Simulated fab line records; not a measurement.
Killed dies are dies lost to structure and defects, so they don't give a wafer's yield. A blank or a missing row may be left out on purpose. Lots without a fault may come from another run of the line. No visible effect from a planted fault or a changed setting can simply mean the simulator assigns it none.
Comparing a struck lot with a sound one | flow nand-harc | 27 out of 1302 route steps
Sound: wafers L499.2, L499.3, L499.5. Wafers struck: L512.1, L512.3, L512.4. Last of all comes the cause.
Each step with rows lists, per side, the tool, then ch with its chambers, then its first start. Under that, the readings that differ: sound wafers | struck wafers | difference of the means | sigmas: that difference in standard deviations of wafers without a fault.
alike: words and numbers the same on both sides, and readings whose means are apart by under 2 such deviations; not compared: readings that were withheld, readings missing a value for some wafer, numbers with overlapping values and no deviation given by the record, and bounds like >300 which may hide the same value.
Wherever a step has rows on one side only, a row that says differs or no value, or a row with sigmas, the two part there. Numbers that don't overlap but have no deviation are shown without sigmas and don't part them. Lack of a reading on every wafer of one side parts them only where that side has two or more wafers.

first, 2 steps without rows for these wafers: NHARC_P_M0_DEGAS_28 (time 60 s); NHARC_P_M0_PRE_CLEAN_29 (time 30 s).
NHARC_P_M0_PVD_20: deposits TaN, target thk 5 nm, time 8.06 s.
  sound on pvd-sputter-03; struck on pvd-sputter-01
  alike: throttle-valve-pct
NHARC_P_M0_PVD_21: deposits Cu, target thk 30 nm, time 20.49 s.
  sound on pvd-sputter-03; struck on pvd-sputter-01
  alike: throttle-valve-pct
then, 1 step without rows for these wafers: NHARC_P_M0_ECD_22 (material Cu, target thk 400 nm).
NHARC_P_M0_ANNEAL_30: time 90 s.
  sound on rtp-anneal-01 ch 0, day 6 22:59; struck on rtp-anneal-02 ch 0, day 12 16:35
  alike: wafer_temp_C_max
NHARC_P_M0_CMP_23: polishes, t overpolish 20 s, target thk 117.54 nm.
  sound on cmp-01 ch 1,2,3, day 6 23:18; struck on cmp-01 ch 0,1,3, day 12 16:55
  alike: motor-current-A, retaining-ring-pressure-frac, time-to-endpoint-s
NHARC_P_M0_THK_MEAS_24: measures by xrf.
  struck on film-metro-01, day 12 17:14; sound on film-metro-01, day 6 23:35
  alike: thk-nm
next, for these wafers, 1 step has no rows: NHARC_P_M0_SRD_25.
NHARC_P_M0_INSPECT_27:
  struck on defect-inspect-02, day 12 17:23; sound on defect-inspect-02, day 6 23:45
  alike: raw-defect-count
NHARC_P_M0_PRE_CLEAN_31: time 12 s.
  sound on pecvd-01 ch 0,1,2, day 6 23:49; struck on pecvd-02 ch 0,2, day 12 17:28
  alike: heater-power-outer-w, heater-power-w
NHARC_P_M0_DEP_32: deposits SiCN, target thk 30 nm.
  sound on pecvd-01 ch 0,1,2, day 6 23:53; struck on pecvd-02 ch 0,2, day 12 17:32
  alike: heater-power-outer-w, heater-power-w
then, 10 steps without rows for these wafers: NHARC_P_M1_DEP_00 (deposits SiOC, target thk 182.5 nm); NHARC_P_M1_DEHYDRATE_01 (time 120 s); NHARC_P_M1_HMDS_02 (time 30 s); NHARC_P_M1_COAT_34 (time 65 s); NHARC_P_M1_COAT_03 (resist thk 90 nm); NHARC_P_M1_SOFTBAKE_04 (time 55 s); NHARC_P_M1_EBR_05; NHARC_P_M1_EXPOSE_06 (exposes mask P M1, target cd 130 nm); NHARC_P_M1_PEB_07 (peb time 65 s); NHARC_P_M1_DEVELOP_08 (develop time 35 s).
NHARC_P_M1_CD_MEAS_09: target cd 130 nm.
  sound on cd-sem-03 ch 0, day 7 01:07; struck on cd-sem-03 ch 0, day 12 18:47
  alike: cd-nm
NHARC_P_M1_OVL_MEAS_10: pitch 260 nm.
  struck on overlay-01, day 12 18:52; sound on overlay-02, day 7 01:13
  alike: overlay-x-nm, overlay-y-nm
NHARC_P_M1_INSPECT_11:
  struck on defect-inspect-02, day 12 18:55; sound on defect-inspect-02, day 7 01:14
  reading          | sound | struck      | difference | sigmas
  raw-defect-count | 3 6 4 | 432 405 450 | +425       | +99 or more
then, 1 step without rows for these wafers: NHARC_P_M1_DESCUM_14 (chemistry O2, time 3 s).
-- the record jumps here: 18 days lie between the struck wafers' starts before and after (it left off in module P_M1 and takes up again in module END, whose first step shown is number 1302 of the route) --
NHARC_END_SORT_01:
  sound on prober-02 ch 0, day 25 12:32; struck on prober-01 ch 0, day 30 09:39
  reading                  | sound          | struck         | difference | sigmas
  defect-limited-yield (%) | 94.8 92.9 93.5 | 83.0 87.7 86.4 | -8.0       | -3
  killed-at-periphery      | 2 2 1          | 85 43 47       | +57        | +19
  killed-dies              | 35 48 44       | 115 83 92      | +54        | +3
  sort_bin_2_pct (%)       | 2.4 2.5 2.4    | 8.6 4.7 4.4    | +3.5       | +3
  sort_bin_3_pct (%)       | 0.1 0.6 0.4    | 1.9 1.3 2.5    | +1.5       | +4
  sort_bin_4_pct (%)       | 2.7 4.0 3.7    | 6.5 6.2 6.6    | +3.0       | +2
  sort-n-pass              | 642 629 633    | 562 594 585    | -54        | -3
  sort-rim-yield-pct (%)   | 90 93 91       | 87 76 71       | -13        | -3
  sort-yield-pct (%)       | 94.8 92.9 93.5 | 83.0 87.7 86.4 | -8.0       | -3
  alike: killed-at-array, killed-at-other, killed-open, killed-short

== WHERE THEY PART ==
Earliest at NHARC_P_M1_INSPECT_11; latest, in this record, at NHARC_END_SORT_01.

WHY: whatever the simulator had introduced
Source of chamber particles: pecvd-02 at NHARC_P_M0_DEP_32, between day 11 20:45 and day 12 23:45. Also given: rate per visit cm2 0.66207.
